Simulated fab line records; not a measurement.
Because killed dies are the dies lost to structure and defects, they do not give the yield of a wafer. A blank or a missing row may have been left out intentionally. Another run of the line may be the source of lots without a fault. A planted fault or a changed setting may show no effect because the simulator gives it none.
Which tool is to blame? + flow n5Finfet + 9 lots with 27 wafers sampled at 7 steps, on a route of 1938 steps

## WHAT THE GAUGES SHOWED, per wafer
N5_BEOL_M6_OCD_MEAS_38.
| lot  | measured     | on     | trenchDepthNm (nm) |
|------|--------------|--------|--------------------|
| L338 | day 8 10:59  | ocd-02 | 98.9 94.9 92.7     |
| L345 | day 10 04:34 | ocd-01 | 94.9 95.1 95.3     |
| L344 | day 10 06:44 | ocd-02 | 95.1 95.8 94.8     |
| L350 | day 11 17:55 | ocd-01 | 95.0 93.7 94.6     |
| L351 | day 12 02:16 | ocd-01 | 94.3 95.8 94.9     |
| L354 | day 12 20:02 | ocd-02 | 105.8 104.5 105.0  |
| L356 | day 12 20:04 | ocd-01 | 94.6 94.3 93.3     |
| L358 | day 13 13:08 | ocd-02 | 103.2 104.5 104.3  |
| L359 | day 13 18:19 | ocd-02 | 95.9 93.2 94.2     |

N5_BEOL_M6_THK_MEAS_53: measures by xrf.
| lot  | measured     | on           | M6_THK (nm)    |
|------|--------------|--------------|----------------|
| L338 | day 8 13:53  | filmMetro-01 | 84.9 82.9 77.8 |
| L345 | day 10 06:58 | filmMetro-01 | 81.3 81.6 80.9 |
| L344 | day 10 09:08 | filmMetro-02 | 81.3 80.6 78.9 |
| L350 | day 11 21:03 | filmMetro-01 | 81.1 78.7 81.6 |
| L351 | day 12 04:41 | filmMetro-02 | 79.3 80.8 80.3 |
| L354 | day 12 23:50 | filmMetro-02 | 91.8 87.9 89.1 |
| L356 | day 12 23:52 | filmMetro-02 | 79.1 79.5 77.8 |
| L358 | day 13 15:19 | filmMetro-02 | 87.6 90.7 90.6 |
| L359 | day 13 20:22 | filmMetro-01 | 81.6 78.7 77.3 |

N5_BEOL_M6_RS_MEAS_57: measurement is done with a four-point probe.
| lot  | measured     | on           | M6_RS (ohm/sq)    |
|------|--------------|--------------|-------------------|
| L338 | day 8 14:01  | filmMetro-02 | 0.265 0.275 0.296 |
| L345 | day 10 07:06 | filmMetro-02 | 0.279 0.277 0.280 |
| L344 | day 10 09:17 | filmMetro-02 | 0.279 0.282 0.287 |
| L350 | day 11 21:11 | filmMetro-01 | 0.284 0.294 0.280 |
| L351 | day 12 04:49 | filmMetro-02 | 0.284 0.278 0.280 |
| L354 | day 12 23:58 | filmMetro-02 | 0.239 0.250 0.247 |
| L356 | day 13 00:01 | filmMetro-02 | 0.284 0.284 0.290 |
| L358 | day 13 15:27 | filmMetro-02 | 0.255 0.245 0.246 |
| L359 | day 13 20:30 | filmMetro-02 | 0.278 0.291 0.295 |

## TOOL THAT RAN EACH LOT (tool first, then ch and the chambers of the sampled wafers, then the start)
| lot  | N5_BEOL_M6_ETCH_66                | N5_BEOL_M6_TRENCH_ETCH_37         | N5_BEOL_M6_STRIP_80                          | N5_BEOL_M6_PRE_CLEAN_45     |
|------|-----------------------------------|-----------------------------------|----------------------------------------------|-----------------------------|
| L338 | rieDiel-05 ch 0,1,3, day 8 10:38  | rieDiel-05 ch 0,1,3, day 8 10:50  | rieDiel-05 ch 0,1,3, day 8 10:59 or earlier  | pvdSputter-01, day 8 12:04  |
| L345 | rieDiel-03 ch 2,3, day 10 04:13   | rieDiel-03 ch 2,3, day 10 04:24   | rieDiel-03 ch 2,3, day 10 04:34 or earlier   | pvdSputter-03, day 10 05:11 |
| L344 | rieDiel-03 ch 0,2, day 10 06:23   | rieDiel-03 ch 0,2, day 10 06:35   | rieDiel-03 ch 0,2, day 10 06:44 or earlier   | pvdSputter-01, day 10 07:46 |
| L350 | rieDiel-06 ch 0,2, day 11 17:34   | rieDiel-06 ch 0,2, day 11 17:46   | rieDiel-06 ch 0,2, day 11 17:55 or earlier   | pvdSputter-03, day 11 18:28 |
| L351 | rieDiel-03 ch 0,1, day 12 01:55   | rieDiel-03 ch 0,1, day 12 02:07   | rieDiel-03 ch 0,1, day 12 02:16 or earlier   | pvdSputter-02, day 12 03:09 |
| L354 | rieDiel-03 ch 0,1,2, day 12 19:41 | rieDiel-03 ch 0,1,2, day 12 19:53 | rieDiel-03 ch 0,1,2, day 12 20:02 or earlier | pvdSputter-01, day 12 22:14 |
| L356 | rieDiel-05 ch 0,1,2, day 12 19:43 | rieDiel-05 ch 0,1,2, day 12 19:55 | rieDiel-05 ch 0,1,2, day 12 20:04 or earlier | pvdSputter-01, day 12 22:23 |
| L358 | rieDiel-03 ch 0,1,2, day 13 12:47 | rieDiel-03 ch 0,1,2, day 13 12:59 | rieDiel-03 ch 0,1,2, day 13 13:08 or earlier | pvdSputter-02, day 13 13:43 |
| L359 | rieDiel-05 ch 0,1,2, day 13 17:58 | rieDiel-05 ch 0,1,2, day 13 18:10 | rieDiel-05 ch 0,1,2, day 13 18:19 or earlier | pvdSputter-02, day 13 18:57 |
- N5_BEOL_M6_ETCH_66: etches SOC in N2/H2, target depth 80 nm, overetch 16 nm, time 120 s.
- N5_BEOL_M6_TRENCH_ETCH_37: etches SiCOH lowk in C4F6/O2, target depth 94.435 nm, time 31.5 s.
- N5_BEOL_M6_STRIP_80: strips in N2/H2, time 10 s.
- N5_BEOL_M6_PRE_CLEAN_45: time 30 s.

## AS READ BY THE TOOLS THEMSELVES (means over the sampled wafers that have a number; for cases with no such wafer, the mark the record gives instead)
N5_BEOL_M6_ETCH_66.
| lot  | tool       | drypumpMotorCurrentA (A) | oesProductAu (a.u.) | rfFwdPowerW (W) | rfVppV (V) | showerheadPlenumPTorr (Torr) | throttleValvePct (%) |
|------|------------|--------------------------|---------------------|-----------------|------------|------------------------------|----------------------|
| L338 | rieDiel-05 | 5.4                      | 0.60                | 837.2           | 523.5      | 2.51                         | 17.86                |
| L345 | rieDiel-03 | 6.0                      | 0.59                | 835.6           | 520.4      | 2.45                         | 17.90                |
| L344 | rieDiel-03 | 6.2                      | 0.57                | 837.3           | 521.3      | 2.44                         | 17.90                |
| L350 | rieDiel-06 | 5.3                      | 0.72                | 835.0           | 527.3      | 2.64                         | 17.60                |
| L351 | rieDiel-03 | 5.8                      | 0.62                | 837.5           | 523.2      | 2.49                         | 17.78                |
| L354 | rieDiel-03 | 5.9                      | 0.60                | 836.7           | 522.1      | 2.48                         | 17.89                |
| L356 | rieDiel-05 | 5.5                      | 0.54                | 836.8           | 523.5      | 2.54                         | 17.80                |
| L358 | rieDiel-03 | 5.9                      | 0.60                | 836.6           | 521.9      | 2.48                         | 17.91                |
| L359 | rieDiel-05 | 5.5                      | 0.54                | 837.9           | 524.7      | 2.54                         | 17.81                |

N5_BEOL_M6_TRENCH_ETCH_37.
| lot  | tool       | drypumpMotorCurrentA (A) | oes_f_703_au (a.u.) | oes_o_777_au (a.u.) | oesProductAu (a.u.) | rfFwdPowerW (W) | rfVppV (V) | showerheadPlenumPTorr (Torr) | throttleValvePct (%) |
|------|------------|--------------------------|---------------------|---------------------|---------------------|-----------------|------------|------------------------------|----------------------|
| L338 | rieDiel-05 | 5.4                      | 0.79                | 0.79                | 0.79                | 341.7           | 661        | 2.82                         | 20.98                |
| L345 | rieDiel-03 | 6.0                      | 0.78                | 0.77                | 0.77                | 341.8           | 666        | 2.74                         | 20.93                |
| L344 | rieDiel-03 | 6.2                      | 0.78                | 0.77                | 0.75                | 341.7           | 662        | 2.73                         | 20.99                |
| L350 | rieDiel-06 | 5.2                      | 0.91                | 0.94                | 0.94                | 338.7           | 673        | 2.94                         | 20.73                |
| L351 | rieDiel-03 | 5.8                      | 0.83                | 0.84                | 0.82                | 340.9           | 671        | 2.80                         | 21.01                |
| L354 | rieDiel-03 | 5.8                      | 1.04                | 1.01                | 0.84                | 423.9           | 601        | 2.78                         | 21.02                |
| L356 | rieDiel-05 | 5.5                      | 0.72                | 0.71                | 0.70                | 340.8           | 664        | 2.86                         | 20.92                |
| L358 | rieDiel-03 | 5.9                      | 1.03                | 1.01                | 0.83                | 425.3           | 602        | 2.78                         | 21.02                |
| L359 | rieDiel-05 | 5.5                      | 0.71                | 0.71                | 0.70                | 341.6           | 664        | 2.85                         | 20.94                |

N5_BEOL_M6_STRIP_80.
| lot  | tool       | drypumpMotorCurrentA (A) | oesProductAu (a.u.) | rfVppV (V) | showerheadPlenumPTorr (Torr) | throttleValvePct (%) |
|------|------------|--------------------------|---------------------|------------|------------------------------|----------------------|
| L338 | rieDiel-05 | 5.4                      | 0.78                | 59.7       | 2.51                         | 23.69                |
| L345 | rieDiel-03 | 6.0                      | 0.77                | 59.0       | 2.44                         | 23.77                |
| L344 | rieDiel-03 | 6.2                      | 0.74                | 57.5       | 2.43                         | 23.72                |
| L350 | rieDiel-06 | 5.3                      | 0.94                | 59.5       | 2.64                         | 23.47                |
| L351 | rieDiel-03 | 5.8                      | 0.82                | 59.0       | 2.48                         | 23.58                |
| L354 | rieDiel-03 | 5.9                      | 0.79                | 60.3       | 2.48                         | 23.74                |
| L356 | rieDiel-05 | 5.5                      | 0.71                | 59.4       | 2.54                         | 23.53                |
| L358 | rieDiel-03 | 5.9                      | 0.78                | 58.9       | 2.48                         | 23.75                |
| L359 | rieDiel-05 | 5.5                      | 0.69                | 59.2       | 2.53                         | 23.54                |

N5_BEOL_M6_PRE_CLEAN_45.
| lot  | tool          | heaterPowerW (W) |
|------|---------------|------------------|
| L338 | pvdSputter-01 | 390              |
| L345 | pvdSputter-03 | 319              |
| L344 | pvdSputter-01 | 375              |
| L350 | pvdSputter-03 | 364              |
| L351 | pvdSputter-02 | 364              |
| L354 | pvdSputter-01 | 372              |
| L356 | pvdSputter-01 | 374              |
| L358 | pvdSputter-02 | 376              |
| L359 | pvdSputter-02 | 403              |

## THE ANSWER, worked out from the rows above alone
Rule: usual is defined by the lots themselves. The widest of any qualifying gaps counts: lots, ordered by their means at a reading, are off when they make up no more than a third of the lots, leave a main group of 4 or more, and stand apart from it by 3 or more times the standard deviation of that group's means. A main group is skipped when, at the precision printed for the reading in the tables above, its means are all equal. A lot without any number at a reading at which 4 lots or more have one is off too. All remaining lots with rows at the step are treated as sound. The gauges are gone through in route order, then the tools' own readings, and for those a lot's mean is taken as printed above. The first step at which some lot is off is used, and at that step the reading that is off furthest; a lot without a number counts as furthest.
Off: L354, L358, at N5_BEOL_M6_OCD_MEAS_38 (trenchDepthNm). Main group: mean 94.8 nm, sd 0.48.
A tool fits if, at a process step before that reading, it ran every lot that is off, and no sound lot after the first of them. Not tried: the gauges at N5_BEOL_M6_OCD_MEAS_38; whatever is off there is also off at N5_BEOL_M6_THK_MEAS_53, on other tools, and gauge error can't account for it. N5_BEOL_M6_STRIP_80 gives no start for some lots, so the hours and the order of its lots are those of N5_BEOL_M6_OCD_MEAS_38. One candidate fits, namely rieDiel-03 at N5_BEOL_M6_ETCH_66 and N5_BEOL_M6_TRENCH_ETCH_37 and N5_BEOL_M6_STRIP_80. At N5_BEOL_M6_ETCH_66 its last sound lot is L351 (day 12 01:55), its first lot that is off L354 (day 12 19:41): a fault that began between those two fits.

## WHAT THE SIMULATOR HAD PUT IN
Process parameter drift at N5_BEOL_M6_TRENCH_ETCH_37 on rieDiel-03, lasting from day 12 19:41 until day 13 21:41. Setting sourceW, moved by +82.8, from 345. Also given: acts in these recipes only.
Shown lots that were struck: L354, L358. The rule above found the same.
